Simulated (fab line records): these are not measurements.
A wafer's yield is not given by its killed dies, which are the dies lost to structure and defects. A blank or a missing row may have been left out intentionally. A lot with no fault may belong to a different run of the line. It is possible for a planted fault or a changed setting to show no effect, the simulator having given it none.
fab line records + flow nandHarc + part 2 of 2: steps 5 to 6 of 6
record:
- lots: 22
- wafers: 66
- lastDay: 33
route steps=1302 shown A_CHANNEL_HOLE_D1@473 A_CHANNEL_HOLE_D2@585 A_CHANNEL_FILL_D2@612
lots with no fault: from the same line, run without faults
startH: hours from the record's opening day to when the first of the lot's shown wafers began + waitH: time in hours since the lot's previous step + " same as the row above + L1.1+2: a single row standing in for several wafers + - no value, or no start was given + * or withheld: withheld + < > ~ a bound
route shown NAME@n: a module of which the file shows steps, and the number in the route of the first + usual: mean and standard deviation over wafers with no fault + same: alike in all rows + chamber/n: place in a boat + sites: each site's reading + _std_site: the standard deviation of these + _edge_site: the outer-site mean with the inner-site mean subtracted + radiusMm: for every site, how far away it sits from the centre of the wafer + mask NAME#n: copy n + behind: the most recent tool/chamber to have shaped the wafer + hold: cause of the lot's hold/its duration in hours/its outcome + device: the transistor (n, p or np) that didn't switch + end of line: tests run on the same wafers once the route is complete + step lacking rows: just its recipe + killed: at the first sort, the dies lost to defects and structure; wafer yield is something else + map: dies across one wafer; x = killed, . = not, _ = none there
set.NAME: the run value of the setting; set.NAME@STEP: its run value at that earlier step + model.NAME: the simulator's own value behind a step, which no gauge read
the route's steps for a sample of lots (tables are steps, rows are wafers)
services: from which hour (startH, from the record's first day; less than 0 if before it) a tool's chamber was out of use, for how many hours, and why
== steps ==
step: NHARC_A_CHANNEL_HOLE_D2_STRIP_28
recipe:
- o2FlowSccm: 500
- arFlowSccm: 0
- biasW: 0
- chemistry: O2
usual:
- chamberPressureMTorr: 60.00/0.053
- drypumpMotorCurrentA: 5.6/0.4
- oesProductAu: 1.004/0.011
- rfVppV: 57.9/0.95
- showerheadPlenumPTorr: 3.55/0.16
- throttleValvePct: 17.037/0.0097
| lot.wafer | tool       | chamber | startH | waitH | chamberPressureMTorr | drypumpMotorCurrentA | oesProductAu | rfHoursCounterH | rfVppV | showerheadPlenumPTorr | throttleValvePct |
|-----------|------------|---------|--------|-------|----------------------|----------------------|--------------|-----------------|--------|-----------------------|------------------|
| L075.2    | rieDiel-12 | 2       | -      | -     | 60.16                | 5.9                  | 0.997        | 0.7             | 56.0   | 3.32                  | 17.035           |
| L075.6    | "          | 2       | "      | "     | 59.95                | 5.9                  | 1.003        | -               | 57.6   | 3.32                  | 17.054           |
| L075.5    | "          | 3       | "      | "     | 59.96                | 6.5                  | 0.997        | -               | 59.2   | 3.71                  | 17.030           |
| L074.1    | rieDiel-12 | 1       | -      | -     | 60.00                | 5.8                  | 0.997        | 0.9             | 57.7   | 3.61                  | 17.040           |
| L074.4    | "          | 2       | "      | "     | 59.92                | 5.9                  | 1.006        | 1.0             | 57.3   | 3.32                  | 17.018           |
| L074.6    | "          | 2       | "      | "     | 59.94                | 5.9                  | 0.999        | -               | 59.0   | 3.32                  | 17.039           |
| L076.1    | rieDiel-08 | 0       | -      | -     | 59.98                | 5.7                  | 1.008        | 5.8             | 57.5   | 3.39                  | 17.028           |
| L076.2    | "          | 2       | "      | "     | 59.91                | 5.1                  | 1.005        | 5.9             | 57.4   | 3.55                  | 17.040           |
| L076.5    | "          | 0       | "      | "     | 60.01                | 5.7                  | 1.018        | -               | 58.7   | 3.39                  | 17.050           |
| L077.4    | rieDiel-06 | 0       | -      | -     | 60.07                | 5.5                  | 1.012        | 0.1             | 57.0   | 3.60                  | 17.032           |
| L077.5    | "          | 2       | "      | "     | 59.92                | 5.5                  | 0.998        | -               | 57.7   | 3.31                  | 17.038           |
| L077.6    | "          | 3       | "      | "     | 60.00                | 5.7                  | 1.029        | -               | 59.3   | 3.71                  | 17.058           |
| L079.2    | rieDiel-08 | 2       | -      | -     | 60.03                | 5.1                  | 1.002        | 7.4             | 57.9   | 3.55                  | 17.029           |
| L079.4    | "          | 0       | "      | "     | 60.05                | 5.7                  | 1.030        | 7.5             | 57.7   | 3.38                  | 17.046           |
| L079.5    | "          | 2       | "      | "     | 60.02                | 5.1                  | 1.011        | -               | 58.7   | 3.55                  | 17.037           |
| L078.3    | rieDiel-12 | 2       | -      | -     | 60.00                | 5.9                  | 1.004        | 4.3             | 56.5   | 3.32                  | 17.038           |
| L078.6    | "          | 3       | "      | "     | 59.98                | 6.5                  | 1.006        | -               | 58.5   | 3.71                  | 17.040           |
| L078.5    | "          | 0       | "      | "     | 60.02                | 5.9                  | 1.005        | -               | 59.7   | 3.73                  | 17.019           |
| L080.4    | rieDiel-06 | 2       | -      | -     | 59.99                | 5.5                  | 1.003        | 2.3             | 57.3   | 3.31                  | 17.026           |
| L080.6    | "          | 2       | "      | "     | 59.96                | 5.5                  | 1.009        | -               | 57.4   | 3.31                  | 17.031           |
| L080.5    | "          | 3       | "      | "     | 59.98                | 5.7                  | 1.012        | -               | 58.8   | 3.70                  | 17.042           |
| L082.4    | rieDiel-08 | 2       | -      | -     | 59.97                | 5.1                  | 1.000        | 0.6             | 59.2   | 3.55                  | 17.040           |
| L082.1    | "          | 3       | "      | "     | 60.07                | 5.5                  | 1.002        | 0.8             | 58.7   | 3.77                  | 17.037           |
| L082.2    | "          | 0       | "      | "     | 60.01                | 5.7                  | 1.019        | 0.7             | 58.0   | 3.38                  | 17.021           |
| L083.2    | rieDiel-08 | 0       | -      | -     | 59.97                | 5.7                  | 1.018        | 1.5             | 58.6   | 3.38                  | 17.046           |
| L083.1    | "          | 1       | "      | "     | 59.95                | 5.1                  | 0.986        | 1.3             | 57.4   | 3.41                  | 17.031           |
| L083.3    | "          | 2       | "      | "     | 60.03                | 5.1                  | 0.983        | 1.5             | 56.0   | 3.55                  | 17.047           |
| L084.2    | rieDiel-08 | 1       | -      | -     | 60.04                | 5.0                  | 0.992        | 1.4             | 57.6   | 3.41                  | 17.030           |
| L084.3    | "          | 3       | "      | "     | 59.96                | 5.5                  | 0.999        | 1.8             | 57.9   | 3.77                  | 17.029           |
| L084.6    | "          | 1       | "      | "     | 60.05                | 5.0                  | 0.983        | -               | 58.1   | 3.41                  | 17.046           |
| L085.4    | rieDiel-12 | 2       | -      | -     | 60.10                | 5.9                  | 1.022        | 7.6             | 58.9   | 3.31                  | 17.048           |
| L085.3    | "          | 3       | "      | "     | 60.06                | 6.5                  | 0.997        | 8.8             | 58.8   | 3.71                  | 17.045           |
| L085.1    | "          | 0       | "      | "     | 60.03                | 5.9                  | 0.999        | 7.9             | 57.8   | 3.73                  | 17.028           |
| L086.2    | rieDiel-08 | 3       | -      | -     | 60.06                | 5.5                  | 1.000        | 2.1             | 56.5   | 3.77                  | 17.019           |
| L086.1    | "          | 0       | "      | "     | 60.00                | 5.7                  | 1.017        | 2.0             | 56.5   | 3.38                  | 17.027           |
| L086.5    | "          | 2       | "      | "     | 60.02                | 5.1                  | 1.000        | -               | 58.1   | 3.55                  | 17.040           |
| L087.1    | rieDiel-06 | 1       | -      | -     | 59.97                | 5.1                  | 1.012        | 5.9             | 57.5   | 3.54                  | 17.044           |
| L087.6    | "          | 0       | "      | "     | 60.00                | 5.5                  | 1.004        | -               | 57.8   | 3.60                  | 17.042           |
| L087.5    | "          | 1       | "      | "     | 60.01                | 5.1                  | 1.003        | -               | 58.8   | 3.54                  | 17.035           |
| L089.4    | rieDiel-06 | 1       | -      | -     | 60.03                | 5.1                  | 0.993        | 6.3             | 58.5   | 3.54                  | 17.033           |
| L089.2    | "          | 2       | "      | "     | 60.03                | 5.5                  | 1.008        | 7.0             | 57.2   | 3.31                  | 17.021           |
| L089.6    | "          | 0       | "      | "     | 60.01                | 5.5                  | 1.006        | -               | 57.7   | 3.60                  | 17.048           |
| L088.1    | rieDiel-06 | 0       | -      | -     | 59.91                | 5.5                  | 1.020        | 7.5             | 57.7   | 3.60                  | 17.037           |
| L088.6    | "          | 1       | "      | "     | 60.00                | 5.1                  | 1.001        | -               | 58.7   | 3.54                  | 17.052           |
| L088.5    | "          | 2       | "      | "     | 59.95                | 5.5                  | 1.007        | -               | 58.1   | 3.31                  | 17.043           |
| L090.4    | rieDiel-12 | 2       | -      | -     | 59.94                | 5.9                  | 1.006        | 0.3             | 57.3   | 3.31                  | 17.056           |
| L090.1    | "          | 0       | "      | "     | 59.97                | 5.9                  | 1.000        | 0.3             | 58.3   | 3.73                  | 17.034           |
| L090.5    | "          | 2       | "      | "     | 60.05                | 5.9                  | 1.009        | -               | 57.7   | 3.31                  | 17.054           |
| L091.2    | rieDiel-08 | 3       | -      | -     | 60.03                | 5.5                  | 0.987        | 5.1             | 59.2   | 3.77                  | 17.045           |
| L091.3    | "          | 0       | "      | "     | 59.98                | 5.7                  | 1.009        | 4.9             | 57.4   | 3.38                  | 17.032           |
| L091.1    | "          | 1       | "      | "     | 60.01                | 5.1                  | 0.978        | 4.5             | 58.3   | 3.40                  | 17.045           |
| L092.4    | rieDiel-08 | 1       | -      | -     | 60.02                | 5.1                  | 0.988        | 4.6             | 56.9   | 3.40                  | 17.043           |
| L092.3    | "          | 2       | "      | "     | 59.99                | 5.1                  | 1.003        | 4.8             | 58.7   | 3.55                  | 17.020           |
| L092.1    | "          | 3       | "      | "     | 59.98                | 5.5                  | 1.005        | 5.3             | 60.3   | 3.77                  | 17.049           |
| L093.4    | rieDiel-08 | 2       | -      | -     | 60.07                | 5.1                  | 1.003        | 5.7             | 58.9   | 3.55                  | 17.032           |
| L093.1    | "          | 3       | "      | "     | 59.96                | 5.5                  | 1.002        | 6.1             | 59.0   | 3.77                  | 17.043           |
| L093.2    | "          | 0       | "      | "     | 59.97                | 5.7                  | 1.021        | 5.8             | 59.1   | 3.38                  | 17.039           |
| L094.2    | rieDiel-12 | 1       | -      | -     | 59.94                | 5.8                  | 1.008        | 2.5             | 58.7   | 3.60                  | 17.036           |
| L094.1    | "          | 3       | "      | "     | 59.93                | 6.5                  | 0.993        | 3.1             | 58.8   | 3.71                  | 17.026           |
| L094.5    | "          | 0       | "      | "     | 60.07                | 5.9                  | 0.997        | -               | 57.8   | 3.72                  | 17.042           |
| L095.4    | rieDiel-06 | 2       | -      | -     | 59.95                | 5.5                  | 1.015        | 2.9             | 56.2   | 3.30                  | 17.031           |
| L095.3    | "          | 3       | "      | "     | 59.97                | 5.7                  | 1.020        | 1.8             | 58.5   | 3.70                  | 17.038           |
| L095.6    | "          | 0       | "      | "     | 59.91                | 5.5                  | 0.999        | -               | 57.0   | 3.60                  | 17.027           |
| L097.2    | rieDiel-08 | 1       | -      | -     | 60.00                | 5.1                  | 0.983        | 6.2             | 58.1   | 3.40                  | 17.023           |
| L097.5    | "          | 2       | "      | "     | 60.08                | 5.1                  | 1.011        | -               | 57.5   | 3.55                  | 17.027           |
| L097.6    | "          | 3       | "      | "     | 59.94                | 5.5                  | 1.007        | -               | 58.2   | 3.77                  | 17.053           |
step: NHARC_A_CHANNEL_FILL_D2_ALD_02
recipe:
- targetThkA: 60
- pulseTimeS: 10
- aldCycles: 60
- tempC: 300
- material: SiO2
usual:
- heaterPowerW: 472/31
- precursorPulseHeightRel: 1.001/0.018
- susceptorTempC: 300.00/0.19
same:
- pulseTimeS: 10
| lot.wafer | tool     | chamber | startH | waitH | heaterPowerW | precursorPulseHeightRel | susceptorTempC |
|-----------|----------|---------|--------|-------|--------------|-------------------------|----------------|
| L075.2    | aldHk-04 | 2       | 315.15 | -     | 477          | 1.001                   | 300.05         |
| L075.6    | "        | 3       | "      | "     | 463          | 1.008                   | 299.92         |
| L075.5    | "        | 0       | "      | "     | 514          | 1.004                   | 299.95         |
| L074.4    | aldHk-04 | 0       | 315.83 | -     | 525          | 0.988                   | 300.18         |
| L074.1    | "        | 2       | "      | "     | 487          | 0.979                   | 300.13         |
| L074.6    | "        | 0       | "      | "     | 509          | 0.982                   | 300.20         |
| L076.1    | aldHk-04 | 2       | 321.67 | -     | 472          | 1.031                   | 299.71         |
| L076.2    | "        | 3       | "      | "     | 462          | 1.005                   | 300.27         |
| L076.5    | "        | 2       | "      | "     | 473          | 1.001                   | 300.03         |
| L077.4    | aldHk-03 | 2       | 323.30 | -     | 490          | 1.011                   | 300.01         |
| L077.5    | "        | 1       | "      | "     | 431          | 0.996                   | 300.01         |
| L077.6    | "        | 2       | "      | "     | 471          | 1.029                   | 300.17         |
| L079.2    | aldHk-03 | 3       | 348.98 | -     | 478          | 1.020                   | 299.74         |
| L079.4    | "        | 0       | "      | "     | 479          | 1.004                   | 299.66         |
| L079.5    | "        | 3       | "      | "     | 468          | 1.016                   | 299.81         |
| L078.3    | aldHk-01 | 2       | 349.94 | -     | 489          | 1.040                   | 300.11         |
| L078.5    | "        | 0       | "      | "     | 491          | 0.987                   | 300.23         |
| L078.6    | "        | 1       | "      | "     | 448          | 1.016                   | 300.19         |
| L080.4    | aldHk-01 | 1       | 363.19 | -     | 449          | 0.973                   | 299.84         |
| L080.6    | "        | 1       | "      | "     | 435          | 1.014                   | 299.84         |
| L080.5    | "        | 2       | "      | "     | 499          | 1.033                   | 300.09         |
| L082.4    | aldHk-03 | 1       | 387.75 | -     | 437          | 0.987                   | 300.25         |
| L082.1    | "        | 2       | "      | "     | 492          | 0.959                   | 299.80         |
| L082.2    | "        | 3       | "      | "     | 482          | 1.019                   | 299.94         |
| L083.3    | aldHk-01 | 3       | 404.05 | -     | 446          | 1.000                   | 300.25         |
| L083.1    | "        | 0       | "      | "     | 509          | 0.992                   | 299.91         |
| L083.2    | "        | 1       | "      | "     | 443          | 0.990                   | 300.11         |
| L084.2    | aldHk-03 | 2       | 408.03 | -     | 520          | 1.004                   | 299.75         |
| L084.3    | "        | 0       | "      | "     | 454          | 1.007                   | 299.98         |
| L084.6    | "        | 2       | "      | "     | 488          | 0.977                   | 300.00         |
| L085.4    | aldHk-04 | 0       | 411.08 | -     | 529          | 1.034                   | 299.89         |
| L085.1    | "        | 1       | "      | "     | 441          | 1.011                   | 299.97         |
| L085.3    | "        | 2       | "      | "     | 493          | 1.010                   | 300.16         |
| L086.2    | aldHk-01 | 3       | 415.21 | -     | 443          | 1.004                   | 300.02         |
| L086.1    | "        | 1       | "      | "     | 449          | 1.031                   | 300.03         |
| L086.5    | "        | 0       | "      | "     | 501          | 1.003                   | 299.77         |
| L087.1    | aldHk-01 | 1       | 429.31 | -     | 458          | 1.026                   | 300.11         |
| L087.6    | "        | 0       | "      | "     | 518          | 0.994                   | 299.91         |
| L087.5    | "        | 1       | "      | "     | 450          | 1.027                   | 300.22         |
| L089.2    | aldHk-04 | 2       | 451.41 | -     | 455          | 1.004                   | 300.13         |
| L089.4    | "        | 1       | "      | "     | 424          | 0.978                   | 299.98         |
| L089.6    | "        | 3       | "      | "     | 439          | 0.978                   | 299.87         |
| L088.1    | aldHk-01 | 3       | 451.91 | -     | 443          | 0.984                   | 299.99         |
| L088.5    | "        | 2       | "      | "     | 493          | 0.999                   | 300.15         |
| L088.6    | "        | 3       | "      | "     | 459          | 1.012                   | 300.05         |
| L090.1    | aldHk-03 | 1       | 470.92 | -     | 443          | 0.995                   | 300.17         |
| L090.4    | "        | 2       | "      | "     | 518          | 1.011                   | 300.03         |
| L090.5    | "        | 1       | "      | "     | 433          | 0.977                   | 299.76         |
| L091.2    | aldHk-03 | 3       | 484.57 | -     | 469          | 1.018                   | 300.42         |
| L091.1    | "        | 0       | "      | "     | 456          | 1.027                   | 299.86         |
| L091.3    | "        | 1       | "      | "     | 429          | 1.021                   | 300.15         |
| L092.3    | aldHk-04 | 0       | 488.15 | -     | 519          | 0.991                   | 299.60         |
| L092.4    | "        | 1       | "      | "     | 430          | 0.957                   | 299.74         |
| L092.1    | "        | 2       | "      | "     | 484          | 0.985                   | 300.00         |
| L093.2    | aldHk-01 | 2       | 496.83 | -     | 512          | 0.983                   | 299.90         |
| L093.1    | "        | 3       | "      | "     | 478          | 0.994                   | 299.64         |
| L093.4    | "        | 0       | "      | "     | 489          | 1.007                   | 300.01         |
| L094.2    | aldHk-04 | 3       | 503.52 | -     | 426          | 0.998                   | -              |
| L094.1    | "        | 1       | "      | "     | 437          | 1.017                   | -              |
| L094.5    | "        | 3       | "      | "     | 434          | 1.020                   | -              |
| L095.3    | aldHk-03 | 2       | 523.37 | -     | 518          | 0.983                   | 300.02         |
| L095.4    | "        | 3       | "      | "     | 487          | 1.008                   | 300.27         |
| L095.6    | "        | 2       | "      | "     | 519          | 1.011                   | 300.15         |
| L097.2    | aldHk-03 | 3       | 524.02 | -     | 477          | 1.008                   | 300.02         |
| L097.5    | "        | 3       | "      | "     | 485          | 0.983                   | 300.36         |
| L097.6    | "        | 0       | "      | "     | 448          | 0.998                   | 299.97         |
== services ==
| tool       | chamber | startH | hours | kind   |
|------------|---------|--------|-------|--------|
| rieDiel-08 | 2       | 187.91 | 11.6  | repair |
| rieDiel-08 | -       | 190.80 | 9.0   | pm     |
| rieDiel-06 | 2       | 213.22 | 6.0   | repair |
| aldHk-03   | -       | 218.85 | 10.0  | pm     |
| rieDiel-08 | 1       | 219.25 | 12.2  | repair |
| rieDiel-06 | 3       | 220.10 | 6.1   | repair |
| harEtch-01 | -       | 248.26 | 1.4   | repair |
| rieDiel-12 | -       | 268.40 | 9.0   | pm     |
| rieDiel-12 | 3       | 283.44 | 5.6   | repair |
| rieDiel-06 | 2       | 294.14 | 7.0   | repair |
| rieDiel-06 | -       | 307.27 | 9.0   | pm     |
| rieDiel-08 | 0       | 342.49 | 1.4   | repair |
| rieDiel-06 | 2       | 342.62 | 1.2   | repair |
| rieDiel-06 | 3       | 347.65 | 2.1   | repair |
| rieDiel-08 | -       | 367.80 | 9.0   | pm     |
| rieDiel-06 | -       | 373.74 | 0.8   | repair |
| harEtch-02 | -       | 377.00 | 17.0  | pm     |
| rieDiel-12 | 0       | 383.72 | 7.1   | repair |
| rieDiel-12 | 1       | 402.89 | 3.6   | repair |
| rieDiel-08 | -       | 405.18 | 0.2   | repair |
| harEtch-02 | -       | 441.44 | 0.3   | repair |
| rieDiel-12 | -       | 445.40 | 9.0   | pm     |
| rieDiel-06 | -       | 484.27 | 9.0   | pm     |
| rieDiel-12 | -       | 504.33 | 0.7   | repair |
